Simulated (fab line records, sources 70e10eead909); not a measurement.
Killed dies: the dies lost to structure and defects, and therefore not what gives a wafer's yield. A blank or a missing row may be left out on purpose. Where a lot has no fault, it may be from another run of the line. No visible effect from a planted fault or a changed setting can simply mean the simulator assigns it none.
fab line records | flow nand_harc
[record] lots = 12 wafers = 36 last_day = 32
route steps=1302 shown A_SGD_CUT@919 A_SLIT@930
lots untouched by any fault: they come from a run of this same line in which no faults occurred
start_h: the number of hours between the record's first day and the start of the first shown wafer of the lot | wait_h: hours elapsed since this lot's preceding step | " identical to the entry in the row above | L1.1+2: one row covering several wafers at once | - no value, or no start was given | * or withheld: withheld | < > ~ a bound
route shown NAME@n: a module of which the file shows steps, and the number in the route of the first | usual: average and standard deviation across the fault-free wafers | same: alike in all rows | chamber/n: place in a boat | sites: the reading at each site | _std_site: their standard deviation | _edge_site: outer sites' mean less inner sites' | radius_mm: how far each site lies from the wafer's centre | mask NAME#n: copy n | behind: the tool/chamber that last shaped the wafer | hold: the reason the lot was held/the length of the hold in hours/how it ended | device: which transistor (n, p or np) failed to switch | end of line: the tests these same wafers got at the end of their route | a step with no rows: only its recipe | killed: dies lost to structure and defects at the first sort, not the wafer's yield | map: the dies of a wafer, with x for killed, . for not killed, _ for no die there
set.NAME: setting as actually run; set.NAME@STEP: the setting as run at that earlier step | model.NAME: the simulator's own value behind a step, which no gauge read
the route's steps for a sample of lots (tables are steps, rows are wafers)
services: a tool's chamber out of use, with start hour (start_h, from the record's first day; less than 0 if before it), hours out, and reason
[[steps]]
[step NHARC_A_SGD_CUT_ETCHBACK_24]
[recipe] target_depth_a = 500 over_etch_frac = 0.3 time_s = 92.857 ion_energy_ev = 120 ch3f_flow_sccm = 50 o2_flow_sccm = 30 ar_flow_sccm = 200 rf_w = 500 bias_w = 100 chemistry = CH3F/O2
[usual] drypump_motor_current_A = 5.8/0.35 o2_flow_sccm = 29.99/0.079 oes_product_au = 0.97/0.036 rf_vpp_V = 243.7/1.7 showerhead_plenum_p_Torr = 2.41/0.11 throttle_valve_pct = 20.664/0.0087
// columns lot.wafer tool chamber start_h wait_h drypump_motor_current_A o2_flow_sccm oes_product_au rf_hours_counter_h rf_vpp_V showerhead_plenum_p_Torr throttle_valve_pct
L183.2 rie_diel-10 1 455.09 0.2 6.4 30.08 0.98 3 243.5 2.38 20.668
L183.6 " 2 " " 5.9 30.06 1.00 - 243.9 2.33 20.657
L183.5 " 3 " " 5.4 30.09 0.99 - 241.1 2.31 20.669
L182.3 rie_diel-10 2 458.12 0.1 5.9 30.01 1.01 3 242.9 2.33 20.660
L182.4 " 0 " " 5.8 30.06 0.98 3 243.6 2.37 20.650
L182.2 " 1 " " 6.4 30.04 1.01 3 243.0 2.38 20.670
L185.4 rie_diel-10 1 473.71 0.1 6.4 29.93 0.92 4 242.9 2.38 20.671
L185.2 " 2 " " 5.9 30.11 0.93 4 242.3 2.33 20.655
L185.3 " 0 " " 5.8 29.97 0.91 5 244.4 2.36 20.650
L186.4 rie_diel-10 0 486.28 0.2 5.8 30.10 0.99 6 242.0 2.36 20.656
L186.3 " 1 " " 6.4 29.88 1.01 6 244.7 2.38 20.659
L186.6 " 3 " " 5.4 30.03 1.01 - 241.6 2.31 20.670
L190.4 rie_diel-10 1 523.33 0.1 6.4 29.91 0.97 9 242.2 2.38 20.650
L190.2 " 3 " " 5.4 30.08 0.96 9 242.3 2.31 20.665
L190.5 " 1 " " 6.4 29.91 0.97 - 243.5 2.38 20.653
L196.1 rie_diel-10 3 581.98 0.1 5.4 30.00 0.94 15 241.7 2.31 20.659
L196.4 " 1 " " 6.4 30.11 0.92 15 242.9 2.38 20.672
L196.6 " 3 " " 5.4 29.99 0.94 - 242.6 2.31 20.658
L197.4 rie_diel-13 2 591.58 0.2 5.4 30.08 0.98 3 248.3 2.63 20.670
L197.6 " 3 " " 5.7 29.83 1.00 - 243.7 2.41 20.678
L197.5 " 0 " " 5.3 29.98 1.00 - 241.6 2.29 20.673
L198.3 rie_diel-07 0 604.89 0.2 5.4 30.00 0.95 6 243.3 2.45 20.676
L198.4 " 2 " " 6.2 29.97 0.98 8 242.5 2.34 20.670
L198.5 " 3 " " 5.8 30.00 0.95 - 246.3 2.55 20.653
L199.4 rie_diel-10 2 619.03 0.2 5.9 30.01 0.97 1 242.8 2.33 20.678
L199.3 " 0 " " 5.8 30.03 0.99 2 243.8 2.36 20.667
L199.5 " 3 " " 5.4 29.88 0.97 - 242.7 2.30 20.666
L200.1 rie_diel-07 3 619.04 0.1 5.8 29.90 0.97 10 245.5 2.55 20.663
L200.3 " 1 " " 6.0 29.94 1.01 9 244.1 2.51 20.661
L200.5 " 3 " " 5.8 29.96 0.98 - 245.9 2.55 20.656
L204.3 rie_diel-10 1 640.17 0.1 6.4 29.98 1.02 4 244.5 2.37 20.660
L204.6 " 1 " " 6.4 30.03 1.03 - 245.0 2.37 20.687
L204.5 " 2 " " 5.9 29.99 1.01 - 242.8 2.33 20.666
L202.4 rie_diel-13 1 643.25 0.2 6.2 29.98 0.98 6 246.7 2.58 20.667
L202.3 " 2 " " 5.4 29.95 0.99 6 245.9 2.63 20.666
L202.1 " 3 " " 5.7 30.03 1.01 6 244.4 2.41 20.667
[step NHARC_A_SLIT_EXPOSE_06]
[recipe] na = 1.35 dose_mj = 60.82 mask_id = SLIT
[usual] exposure_dose_mJ_cm2 = 60.77/0.061
// columns lot.wafer tool chamber start_h wait_h mask exposure_dose_mJ_cm2
L183.2 arfi_scanner-02 0 460.30 - SLIT#0 60.79
L183.5 " 0 " " SLIT#0 60.71
L183.6 " 0 " " SLIT#0 60.82
L182.2 arfi_scanner-03 0 466.46 - SLIT#0 60.80
L182.3 " 0 " " SLIT#0 60.76
L182.4 " 0 " " SLIT#0 60.84
L185.2 arfi_scanner-03 0 479.11 - SLIT#0 60.76
L185.3 " 0 " " SLIT#0 60.83
L185.4 " 0 " " SLIT#0 60.78
L186.3 arfi_scanner-01 0 491.17 - SLIT#0 60.86
L186.4 " 0 " " SLIT#0 60.74
L186.6 " 0 " " SLIT#0 60.76
L190.2 arfi_scanner-03 0 531.47 - SLIT#0 60.83
L190.4 " 0 " " SLIT#0 60.89
L190.5 " 0 " " SLIT#0 60.85
L196.1 arfi_scanner-03 0 588.47 - SLIT#0 60.07
L196.4 " 0 " " SLIT#0 60.09
L196.6 " 0 " " SLIT#0 60.10
L197.4 arfi_scanner-03 0 598.11 - SLIT#0 60.25
L197.5 " 0 " " SLIT#0 60.14
L197.6 " 0 " " SLIT#0 60.19
L198.3 arfi_scanner-01 0 614.17 - SLIT#0 60.76
L198.4 " 0 " " SLIT#0 60.79
L198.5 " 0 " " SLIT#0 60.77
L200.1 arfi_scanner-03 0 625.31 - SLIT#0 60.25
L200.3 " 0 " " SLIT#0 60.29
L200.5 " 0 " " SLIT#0 60.26
L199.3 arfi_scanner-03 0 625.80 - SLIT#0 60.40
L199.4 " 0 " " SLIT#0 60.24
L199.5 " 0 " " SLIT#0 60.33
L204.3 arfi_scanner-01 0 646.62 - SLIT#0 60.89
L204.5 " 0 " " SLIT#0 60.80
L204.6 " 0 " " SLIT#0 60.85
L202.1 arfi_scanner-02 0 648.16 - SLIT#0 60.69
L202.3 " 0 " " SLIT#0 60.65
L202.4 " 0 " " SLIT#0 60.72
[step NHARC_A_SLIT_ETCH_17]
[recipe] bias_v = 900 source_w = withheld pressure_mtorr = 20 ar_flow_sccm = 375 c4f8_flow_sccm = 83.3 o2_flow_sccm = 41.7 time_s = 4254.5 target_depth_a = 2.03e+05 chemistry = C4F8/O2/Ar
[usual] drypump_motor_current_A = 6.0/0.45 o2_flow_sccm = 41.74/0.13 showerhead_plenum_p_Torr = 3.62/0.16 throttle_valve_pct = 32.047/0.0092
// columns lot.wafer tool chamber start_h wait_h drypump_motor_current_A o2_flow_sccm rf_hours_counter_h showerhead_plenum_p_Torr throttle_valve_pct
L183.2 har_etch-01 0 463.78 - 6.5 41.78 257 3.46 32.039
L183.6 " 1 465.60 - 6.4 41.70 - 3.65 32.048
L183.5 " 0 " " 6.5 41.73 - 3.46 32.044
L182.2 har_etch-02 0 468.04 - 5.5 41.47 43 3.61 32.047
L182.4 " 0 469.27 - 5.5 41.57 - 3.61 32.048
L182.3 " 1 " " 5.6 41.72 - 3.92 32.050
L185.2 har_etch-02 1 484.54 - 5.6 41.45 58 3.91 32.042
L185.3 " 1 485.75 - 5.6 41.38 - 3.91 32.051
L185.4 " 0 " " 5.5 41.62 - 3.60 32.045
L186.4 har_etch-01 0 493.95 - 6.5 41.64 - 3.45 32.055
L186.3 " 1 " " 6.4 41.73 - 3.64 32.031
L186.6 " 1 495.75 - 6.4 41.80 - 3.64 32.054
L190.2 har_etch-02 0 533.04 - 5.5 41.91 89 3.58 32.061
L190.4 " 0 534.25 - 5.5 41.84 - 3.58 32.036
L190.5 " 1 536.05 - 5.6 41.76 - 3.89 32.040
L196.1 har_etch-02 1 590.64 - 5.6 41.74 119 3.87 32.062
L196.4 " 1 591.86 - 5.7 41.74 - 3.87 32.056
L196.6 " 1 593.07 - 5.6 41.85 - 3.87 32.052
L197.4 har_etch-01 1 603.70 - 6.4 41.64 - 3.60 32.058
L197.5 " 1 604.88 - 6.4 41.73 - 3.60 32.033
L197.6 " 0 " " 6.6 41.75 - 3.42 32.043
L198.4 har_etch-01 1 617.17 - 6.4 41.88 - 3.60 32.037
L198.3 " 0 " " 6.5 41.70 - 3.42 32.041
L198.5 " 0 618.94 - 6.5 41.85 - 3.42 32.057
L200.1 har_etch-02 0 628.11 - 5.5 41.70 142 3.55 32.049
L200.3 " 1 " " 5.6 41.69 - 3.86 32.052
L200.5 " 1 629.91 - 5.6 41.65 - 3.86 32.058
L199.4 har_etch-01 0 629.26 - 6.5 41.75 - 3.41 32.064
L199.3 " 1 " " 6.4 41.86 - 3.59 32.041
L199.5 " 0 " " 6.6 41.56 - 3.41 32.046
L204.3 har_etch-02 1 650.00 - 5.7 41.71 - 3.85 32.037
L204.5 " 0 " " 5.5 41.63 - 3.55 32.049
L204.6 " 1 " " 5.6 41.74 - 3.85 32.048
L202.1 har_etch-01 1 650.31 - 6.4 41.70 367 3.59 32.045
L202.3 " 1 651.52 - 6.4 41.65 - 3.59 32.044
L202.4 " 0 " " 6.5 41.77 - 3.41 32.047
[step NHARC_A_SLIT_ETCH_26]
[recipe] bias_v = 400 source_w = 2000 pressure_mtorr = 25 time_s = 90 ar_flow_sccm = 375 c4f8_flow_sccm = 41.7 o2_flow_sccm = 83.3 target_depth_a = 4000 chemistry = C4F8/O2/Ar
[usual] drypump_motor_current_A = 6.1/0.46 o2_flow_sccm = 83.28/0.21 showerhead_plenum_p_Torr = 3.65/0.17 throttle_valve_pct = 27.620/0.01
// columns lot.wafer tool chamber start_h wait_h drypump_motor_current_A o2_flow_sccm rf_hours_counter_h showerhead_plenum_p_Torr throttle_valve_pct
L183.2 har_etch-01 0 466.84 2.5 6.5 83.43 260 3.49 27.628
L183.6 " 1 " " 6.4 82.98 - 3.68 27.619
L183.5 " 0 " " 6.6 84.01 - 3.49 27.628
L182.2 har_etch-02 0 471.71 3.1 5.5 82.72 46 3.64 27.611
L182.4 " 0 " " 5.5 83.11 - 3.64 27.629
L182.3 " 1 " " 5.7 83.43 - 3.95 27.611
L185.2 har_etch-02 1 488.17 3.0 5.6 83.18 61 3.94 27.622
L185.3 " 1 " " 5.6 83.36 - 3.94 27.618
L185.4 " 0 " " 5.5 83.61 - 3.63 27.600
L186.4 har_etch-01 0 496.42 1.9 6.5 83.20 - 3.48 27.621
L186.3 " 1 " " 6.4 82.90 - 3.67 27.628
L186.6 " 1 " " 6.4 83.38 - 3.67 27.640
L190.2 har_etch-02 0 536.66 3.0 5.5 83.51 92 3.61 27.615
L190.4 " 0 " " 5.5 83.25 - 3.61 27.626
L190.5 " 1 " " 5.7 83.00 - 3.93 27.618
L196.1 har_etch-02 1 593.70 2.5 5.7 83.44 122 3.91 27.596
L196.4 " 1 " " 5.7 83.41 - 3.91 27.611
L196.6 " 1 " " 5.6 83.56 - 3.91 27.616
L197.4 har_etch-01 1 606.12 1.8 6.4 83.04 - 3.63 27.632
L197.5 " 1 " " 6.4 83.26 - 3.63 27.618
L197.6 " 0 " " 6.5 83.53 - 3.45 27.604
L198.4 har_etch-01 1 619.59 1.8 6.4 83.32 - 3.63 27.623
L198.3 " 0 " " 6.6 83.32 - 3.44 27.614
L198.5 " 0 " " 6.6 83.38 - 3.44 27.625
L200.1 har_etch-02 0 631.14 2.4 5.5 83.42 145 3.58 27.619
L200.3 " 1 " " 5.7 83.23 - 3.90 27.616
L200.5 " 1 " " 5.6 83.25 - 3.90 27.613
L199.4 har_etch-01 0 631.73 1.9 6.6 83.39 - 3.44 27.627
L199.3 " 1 " " 6.4 82.80 - 3.62 27.620
L199.5 " 0 " " 6.6 83.11 - 3.44 27.618
L204.3 har_etch-02 1 651.90 1.3 5.7 83.35 - 3.89 27.615
L204.5 " 0 " " 5.5 83.21 - 3.57 27.629
L204.6 " 1 " " 5.6 83.42 - 3.89 27.604
L202.1 har_etch-01 1 653.94 3.0 6.4 83.34 370 3.62 27.620
L202.3 " 1 " " 6.4 83.61 - 3.62 27.613
L202.4 " 0 " " 6.6 82.92 - 3.43 27.637
[[services]]
// columns tool chamber start_h hours kind
arfi_scanner-01 - 436.99 1.7 repair
rie_diel-13 0 438.46 9.6 repair
arfi_scanner-03 - 443.88 10.8 repair
rie_diel-07 3 451.11 4.0 repair
rie_diel-10 0 453.20 - clean
rie_diel-10 1 453.20 - clean
rie_diel-10 2 453.20 - clean
arfi_scanner-02 - 456.26 1.0 repair
arfi_scanner-02 - 469.54 0.8 repair
arfi_scanner-01 - 471.17 4.2 repair
rie_diel-07 - 471.20 9.0 pm
rie_diel-07 0 482.90 14.2 repair
arfi_scanner-02 - 484.00 4.0 pm
rie_diel-07 - 485.61 0.4 repair
rie_diel-13 - 519.02 9.0 pm
arfi_scanner-02 - 520.23 26.6 repair
rie_diel-07 - 534.36 0.2 repair
rie_diel-13 1 539.41 3.0 repair
arfi_scanner-03 - 540.00 4.0 pm
arfi_scanner-01 - 595.64 1.4 repair
rie_diel-10 - 596.65 9.0 pm
arfi_scanner-01 - 597.08 4.0 pm
arfi_scanner-01 - 627.04 1.4 repair
rie_diel-07 - 648.20 9.0 pm
[[key]]
[first_sign] step = NHARC_A_SLIT_EXPOSE_06 reading = exposure_dose_mJ_cm2 direction = down sigmas = 9.1 usual = 60.77 struck = 60.22
effect none on later readings
met_at NHARC_A_SLIT_EXPOSE_06
struck_lots L196,L197,L199,L200
tester_left_out L196,L197,L199,L200
[loop_trim] step = NHARC_A_SLIT_EXPOSE_06 setting = dose lots = L197,L199,L200
not_acting_at NHARC_A_SGD_CUT_ETCHBACK_24,NHARC_A_SLIT_ETCH_17,NHARC_A_SLIT_ETCH_26
onset_between 531.47 588.47
[fault] kind = process_parameter_drift tool = arfi_scanner-03 chamber = - onset_h = 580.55 steps = NHARC_A_SLIT_EXPOSE_06 channel = dose_mj offset = -0.74921 shape = step acts_in = these_recipes_only stated = 60.82
// tester_left_out: of these lots the tester's yield and bins aren't shown, on N5 and GAA mostly nor the transistor test; their killed dies are dies lost to structure and defects alone, not to doping, threshold or leakage, so they don't give the yield
// loop_trim: a control loop set the setting to another value than it would have without faults
